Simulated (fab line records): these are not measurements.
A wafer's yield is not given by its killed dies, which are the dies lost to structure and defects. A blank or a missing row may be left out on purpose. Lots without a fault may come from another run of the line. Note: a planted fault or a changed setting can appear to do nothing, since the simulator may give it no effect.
Code-filled problem report in 8D (eight disciplines) form | flow n5_finfet | the parts of the form that need people (team, actions taken, sign-off) are left out
Where a reading is given only as a bound, like >300, the bound stands for it, and a mean or a difference that rests on one is marked > or <: the true number lies beyond.

1. PROBLEM STATEMENT
Mean of raw_defect_count at N5_SD_EPI_N_INSPECT_26: 529 across 6 wafers in 2 lots; on wafers with no fault it is 208 (standard deviation 40). That is +8.0 standard deviations from the usual mean.
The step: inspects for defects (darkfield).
First seen on wafer L668.1, day 6 07:24, on defect_inspect-02. The record has a number at this step for 22 wafers belonging to 8 lots. The rule behind "out" and "out of limits": a value lying over 4 standard deviations away from the usual mean. All remaining wafers that have a number are taken as sound.

2. WHAT IT IS; WHAT IT IS NOT
question                    | is                                   | is not
which readings at this step | raw_defect_count                     | -
which lots                  | L668, L673                           | L656, L660, L665, L667, L672, L679
which wafers of those lots  | all that have a number               | -
read on which gauges        | defect_inspect-01, defect_inspect-02 | -
when                        | from day 6 07:24                     | up to then (11 sound wafers); but 5 sound wafers of L672, L679 came after

3. WHAT RULES OUT EACH SUSPECT
Counting: any tool at a process step up to the reading is kept as a suspect provided that every lot that is out went through it and no sound lot did after the first of them.
- the gauge at N5_SD_EPI_N_INSPECT_26: ruled out. 2 gauges (defect_inspect-01, defect_inspect-02) read the wafers that are out.
- rie_si-04 at N5_SD_EPI_N_SD_RECESS_17 (chemistry HBr/Cl2/O2, target depth 41 nm, time 23.7 s, bt time 3 s): kept. It processed each lot that is out, first L668 at day 6 03:38, and no sound lot thereafter; up to then, the last sound lot it processed was L665 at day 5 07:55.
Remaining after the count: rie_si-04 at N5_SD_EPI_N_SD_RECESS_17.

4. THE CAUSE (what the simulator had put in)
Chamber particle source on rie_si-04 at N5_SD_EPI_N_SD_RECESS_17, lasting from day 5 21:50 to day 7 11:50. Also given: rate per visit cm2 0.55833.
The count eliminated every tool but this one.

5. THE CHAIN OF EFFECTS, in route order
Rows list readings where the struck wafers' mean (over those with a number) sits beyond 3 standard deviations from the usual. Readings are gone through only where the record gives a usual standard deviation; hours: the median, over the lots, of the time from a lot's start at the first step in this table giving one to that lot's start at this step; sigmas: the change measured in usual standard deviations.
hours | step                        | reading              | usual  | on struck wafers | change | sigmas
0     | N5_SD_EPI_N_INSPECT_26      | raw_defect_count     | 208    | 529              | +321   | +8.0
0     | N5_SD_EPI_P_INSPECT_11      | raw_defect_count     | 2.1    | >300             | >+298  | +99 or more
4     | N5_SD_EPI_P_INSPECT_26      | raw_defect_count     | 176    | 494              | +318   | +8.1
5     | N5_SD_ACTIVATION_INSPECT_02 | raw_defect_count     | 176    | 497              | +321   | +8.5
218   | N5_PASSIVATION_PROBE_49     | defect_limited_yield | 91.7 % | 85.9             | -5.8   | -3.4
218   | N5_PASSIVATION_PROBE_49     | killed_at_front_end  | 36     | 119              | +83    | +6.9
218   | N5_PASSIVATION_PROBE_49     | killed_dies          | 98     | 166              | +68    | +3.4
218   | N5_PASSIVATION_PROBE_49     | sort_bin_5_function  | 4.8 %  | 9.1              | +4.3   | +3.9
218   | N5_PASSIVATION_PROBE_49     | sort_n_pass          | 1082   | 1014             | -68    | -3.4
218   | N5_PASSIVATION_PROBE_49     | sort_yield_pct       | 91.7 % | 85.9             | -5.8   | -3.4
Process steps it contains:
- N5_PASSIVATION_PROBE_49
Later steps that measure or inspect, where all struck wafers having a row at the step show a number for every such reading and not one has moved that far: N5_BEOL_M4_RC_MEAS_101.

6. HOW IT WOULD HAVE BEEN CAUGHT EARLIER
In this record the first reading out of limits at a measuring or inspecting step was taken at day 6 07:24, 10 hours after the fault began at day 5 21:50.
Tool readings at N5_SD_EPI_N_SD_RECESS_17 with a usual standard deviation given in the record: none out on any struck wafer, hence no alarm at a limit of 4 standard deviations on them.
Of the lots that are out (2), L673 began N5_SD_EPI_N_SD_RECESS_17 on rie_si-04 after day 6 07:24. A hold on the tool at that time would have spared it.
